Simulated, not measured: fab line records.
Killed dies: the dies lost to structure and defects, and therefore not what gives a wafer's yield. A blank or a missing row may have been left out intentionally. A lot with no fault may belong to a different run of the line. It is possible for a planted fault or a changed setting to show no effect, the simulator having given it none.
Chamber matching || flow nand_harc || NHARC_A_STAIRCASE_DESCUM_312 on rie_diel-06: 4 sister chambers
The step chemistry O2, time 3 s. 8 wafers are shown with their chamber, then 11 later ones without.

== WAFERS, EACH WITH ITS CHAMBER ==
{"wafer": "L077.2", "chamber": 3, "showerhead_plenum_p_Torr (Torr)": 1.86, "drypump_motor_current_A (A)": 6.2}
{"wafer": "L085.3", "chamber": 3, "showerhead_plenum_p_Torr (Torr)": 1.85, "drypump_motor_current_A (A)": 6.2}
{"wafer": "L091.3", "chamber": 2, "showerhead_plenum_p_Torr (Torr)": 2.05, "drypump_motor_current_A (A)": 6.4}
{"wafer": "L091.4", "chamber": 0, "showerhead_plenum_p_Torr (Torr)": 1.85, "drypump_motor_current_A (A)": 6.1}
{"wafer": "L090.2", "chamber": 1, "showerhead_plenum_p_Torr (Torr)": 1.81, "drypump_motor_current_A (A)": 5.5}
{"wafer": "L090.4", "chamber": 2, "showerhead_plenum_p_Torr (Torr)": 2.05, "drypump_motor_current_A (A)": 6.3}
{"wafer": "L090.5", "chamber": 0, "showerhead_plenum_p_Torr (Torr)": 1.85, "drypump_motor_current_A (A)": 6.1}
{"wafer": "L092.2", "chamber": 1, "showerhead_plenum_p_Torr (Torr)": 1.80, "drypump_motor_current_A (A)": 5.6}

== WAFERS WHOSE CHAMBER IS MISSING ==
{"wafer": "L092.4", "showerhead_plenum_p_Torr (Torr)": 2.05, "drypump_motor_current_A (A)": 6.3}
{"wafer": "L092.6", "showerhead_plenum_p_Torr (Torr)": 2.05, "drypump_motor_current_A (A)": 6.4}
{"wafer": "L095.1", "showerhead_plenum_p_Torr (Torr)": 2.04, "drypump_motor_current_A (A)": 6.3}
{"wafer": "L095.2", "showerhead_plenum_p_Torr (Torr)": 1.84, "drypump_motor_current_A (A)": 6.1}
{"wafer": "L095.6", "showerhead_plenum_p_Torr (Torr)": 1.84, "drypump_motor_current_A (A)": 6.1}
{"wafer": "L096.1", "showerhead_plenum_p_Torr (Torr)": 1.84, "drypump_motor_current_A (A)": 6.2}
{"wafer": "L096.4", "showerhead_plenum_p_Torr (Torr)": 1.84, "drypump_motor_current_A (A)": 6.2}
{"wafer": "L096.6", "showerhead_plenum_p_Torr (Torr)": 1.80, "drypump_motor_current_A (A)": 5.5}
{"wafer": "L097.1", "showerhead_plenum_p_Torr (Torr)": 2.04, "drypump_motor_current_A (A)": 6.4}
{"wafer": "L097.3", "showerhead_plenum_p_Torr (Torr)": 1.84, "drypump_motor_current_A (A)": 6.2}
{"wafer": "L097.5", "showerhead_plenum_p_Torr (Torr)": 2.04, "drypump_motor_current_A (A)": 6.3}

== THE CHAMBER EACH PASSED THROUGH ==
{"wafer": "L092.4", "from the rows above": 2, "in truth": 2}
{"wafer": "L092.6", "from the rows above": 2, "in truth": 2}
{"wafer": "L095.1", "from the rows above": 2, "in truth": 2}
{"wafer": "L095.2", "from the rows above": "can't be placed: 0 or 3", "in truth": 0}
{"wafer": "L095.6", "from the rows above": "can't be placed: 0 or 3", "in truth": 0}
{"wafer": "L096.1", "from the rows above": "can't be placed: 0 or 3", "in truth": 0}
{"wafer": "L096.4", "from the rows above": "can't be placed: 0 or 3", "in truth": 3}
{"wafer": "L096.6", "from the rows above": 1, "in truth": 1}
{"wafer": "L097.1", "from the rows above": 2, "in truth": 2}
{"wafer": "L097.3", "from the rows above": "can't be placed: 0 or 3", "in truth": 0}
{"wafer": "L097.5", "from the rows above": 2, "in truth": 2}
Correct placement for 6 of the 11. Cannot be placed on the basis of these rows: 5; the candidates contain the true chamber in 5. Placed wrongly: 0.
How it was worked out, from the rows above alone: a wafer's distance from a chamber is the root of the sum, over the readings, of the square of ((its reading less the chamber's mean) divided by the reading's scatter). The wafer belongs to the nearest chamber; if the next one is less than 2 further off, it can't be placed. A chamber's mean is the mean of its shown wafers. The scatter: take each reading less its chamber's mean, square it, sum over the shown wafers, divide by the number of wafers less the number of chambers, and take the root.
